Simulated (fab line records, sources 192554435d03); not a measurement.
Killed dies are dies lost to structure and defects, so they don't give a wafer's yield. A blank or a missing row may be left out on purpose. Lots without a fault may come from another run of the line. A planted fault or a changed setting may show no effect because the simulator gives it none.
One fault seen from 2 desks | flow n5_finfet | each desk has only its own numbers; what lay behind them comes last

THE TOOL OWNER'S DESK: rie_diel-03
The tool's own readings at N5_BEOL_M8_ETCH_66 (etches SOC in N2/H2, target depth 80 nm, overetch 16 nm, time 120 s): means of the sampled wafers that have a number, for each lot that ran on this tool. A lot is out of limits, marked OUT, if its mean lies more than 4 standard deviations from the usual mean; the brackets give that distance.
Columns: A = drypump_motor_current_A at N5_BEOL_M8_ETCH_66, usual 5.9 A; B = oes_product_au at N5_BEOL_M8_ETCH_66, usual 0.59 a.u.; C = rf_fwd_power_W at N5_BEOL_M8_ETCH_66, usual 836 W; D = rf_vpp_V at N5_BEOL_M8_ETCH_66, usual 523.9 V; E = showerhead_plenum_p_Torr at N5_BEOL_M8_ETCH_66, usual 2.54 Torr; F = throttle_valve_pct at N5_BEOL_M8_ETCH_66, usual 17.82 %
lot  | first seen here | A   | B    | C             | D                | E    | F
L397 | day 11 12:04    | 5.8 | 0.57 | 834           | 525.4            | 2.54 | 17.98
L398 | day 12 04:53    | 6.0 | 0.61 | 834           | 522.4            | 2.49 | 17.62
L403 | day 13 17:10    | 6.2 | 0.57 | 969 (+43) OUT | 498.3 (-12) OUT  | 2.46 | 17.64
L406 | day 13 17:40    | 5.7 | 0.58 | 900 (+21) OUT | 510.4 (-6.4) OUT | 2.52 | 17.77
This desk's finding: out of limits on L403, L406; first on L403, day 13 17:10 (rf_fwd_power_W at N5_BEOL_M8_ETCH_66). In limits: L397, L398.

THE DEFECT DESK
What the inspections along the route counted, lot by lot: means of the sampled wafers that have a number. A lot is out of limits, marked OUT, if its mean lies more than 4 standard deviations from the usual mean; the brackets give that distance.
Columns: A = raw_defect_count at N5_BEOL_M8_INSPECT_13, usual 438
lot  | first seen here | A
L388 | day 10 02:59    | 387
L395 | day 10 23:01    | 631
L393 | day 11 07:08    | 541
L397 | day 11 09:49    | 512
L398 | day 12 03:40    | 483
L402 | day 12 20:47    | 537
L403 | day 13 13:58    | 451
L406 | day 13 14:18    | 499
L407 | day 14 02:17    | 486
L409 | day 15 08:01    | 393
This desk's finding: nothing out of limits on any of the 10 lots.

PUT TOGETHER
The tool owner's desk could have raised an alarm at day 13 17:10, on L403, L406.
The defect desk saw nothing out of limits.
The defect desk has L403, L406 on record, within its limits.
Of the lots named, all ran N5_BEOL_M8_ETCH_66 on rie_diel-03.

WHAT THE SIMULATOR HAD PUT IN
Process parameter drift: rie_diel-03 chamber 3, from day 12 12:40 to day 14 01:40, at N5_BEOL_M8_ETCH_66. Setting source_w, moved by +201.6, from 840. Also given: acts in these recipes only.
Lots struck among those shown: L403, L406.
Hours from the fault's start to each desk's first reading out of limits: the tool owner's desk, 28.
